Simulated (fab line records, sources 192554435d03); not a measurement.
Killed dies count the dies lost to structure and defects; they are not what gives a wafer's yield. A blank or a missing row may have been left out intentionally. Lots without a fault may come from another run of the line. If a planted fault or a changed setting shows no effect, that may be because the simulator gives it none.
Chamber matching | flow n5-finfet | N5_BEOL_M0_CUTY_DESCUM_61 on rie-diel-03 has 4 sister chambers
The step chemistry O2, time 7.9 s. 22 wafers are shown with their chamber, then 11 later ones without.

## WAFERS WITH THEIR CHAMBER
wafer  | chamber | throttle-valve-pct (%) | showerhead-plenum-p-Torr (Torr) | oes-product-au (a.u.)
L074.1 | 0       | 20.60                  | 2.01                            | 0.75
L074.2 | 3       | 20.33                  | 2.08                            | 0.72
L074.5 | 1       | 20.90                  | 2.08                            | 0.70
L079.1 | 3       | 20.36                  | 2.07                            | 0.71
L079.4 | 2       | 20.26                  | 2.23                            | 0.95
L079.5 | 0       | 20.63                  | 2.00                            | 0.74
L081.4 | 0       | 20.61                  | 2.00                            | 0.74
L081.5 | 3       | 20.35                  | 2.07                            | 0.72
L081.6 | 2       | 20.27                  | 2.23                            | 0.92
L082.2 | 0       | 20.63                  | 2.00                            | 0.75
L082.4 | 3       | 20.37                  | 2.07                            | 0.71
L082.5 | 1       | 20.89                  | 2.07                            | 0.69
L083.4 | 1       | 20.92                  | 2.07                            | 0.70
L083.5 | 3       | 20.36                  | 2.07                            | 0.71
L083.6 | 0       | 20.63                  | 2.00                            | 0.75
L084.1 | 3       | 20.37                  | 2.07                            | 0.70
L084.2 | 0       | 20.64                  | 2.00                            | 0.74
L084.4 | 2       | 20.27                  | 2.22                            | 0.91
L085.2 | 3       | 20.36                  | 2.07                            | 0.70
L085.3 | 0       | 20.65                  | 2.00                            | 0.74
L085.5 | 3       | 20.39                  | 2.07                            | 0.70
L088.4 | 0       | 20.66                  | 1.99                            | 0.73

SIGNATURES (means of the wafers above)
reading                  | chamber 0 | chamber 1 | chamber 2 | chamber 3 | scatter within a chamber
throttle-valve-pct       | 20.6313   | 20.9033   | 20.2667   | 20.3612   | 0.0172
showerhead-plenum-p-Torr | 2.0000    | 2.0733    | 2.2267    | 2.0713    | 0.00484
oes-product-au           | 0.7425    | 0.6967    | 0.9267    | 0.7087    | 0.00992
Rule: for a wafer and a chamber, the distance is found by dividing, reading by reading, the gap between the wafer's reading and the chamber's mean by the reading's scatter, squaring, summing and taking the root. If the next closest chamber is less than 2 further off than the closest, the wafer can't be placed; otherwise it belongs to the closest. The scatter: the root of (the sum of the squares of (reading less its chamber's mean) over the shown wafers, divided by (wafers less chambers)).

## WAFERS WITH NO CHAMBER GIVEN
wafer  | throttle-valve-pct (%) | showerhead-plenum-p-Torr (Torr) | oes-product-au (a.u.)
L088.5 | 20.95                  | 2.07                            | 0.68
L088.6 | 20.29                  | 2.22                            | 0.89
L091.2 | 20.68                  | 1.99                            | 0.73
L091.4 | 20.38                  | 2.06                            | 0.69
L091.5 | 20.66                  | 1.99                            | 0.72
L090.2 | 20.30                  | 2.22                            | 0.88
L090.4 | 20.65                  | 1.99                            | 0.72
L090.6 | 20.32                  | 2.22                            | 0.88
L097.1 | 20.42                  | 2.06                            | 0.68
L097.2 | 20.31                  | 2.21                            | 0.86
L097.6 | 20.32                  | 2.21                            | 0.87

## THE CHAMBER EACH PASSED THROUGH
wafer  | from the rows above | in truth
L088.5 | 1                   | 1
L088.6 | 2                   | 2
L091.2 | 0                   | 0
L091.4 | 3                   | 3
L091.5 | 0                   | 0
L090.2 | 2                   | 2
L090.4 | 0                   | 0
L090.6 | 2                   | 2
L097.1 | 3                   | 3
L097.2 | 2                   | 2
L097.6 | 2                   | 2
Placed correctly: 11 of 11. Not placeable from these rows: 0. 0 placed wrongly.
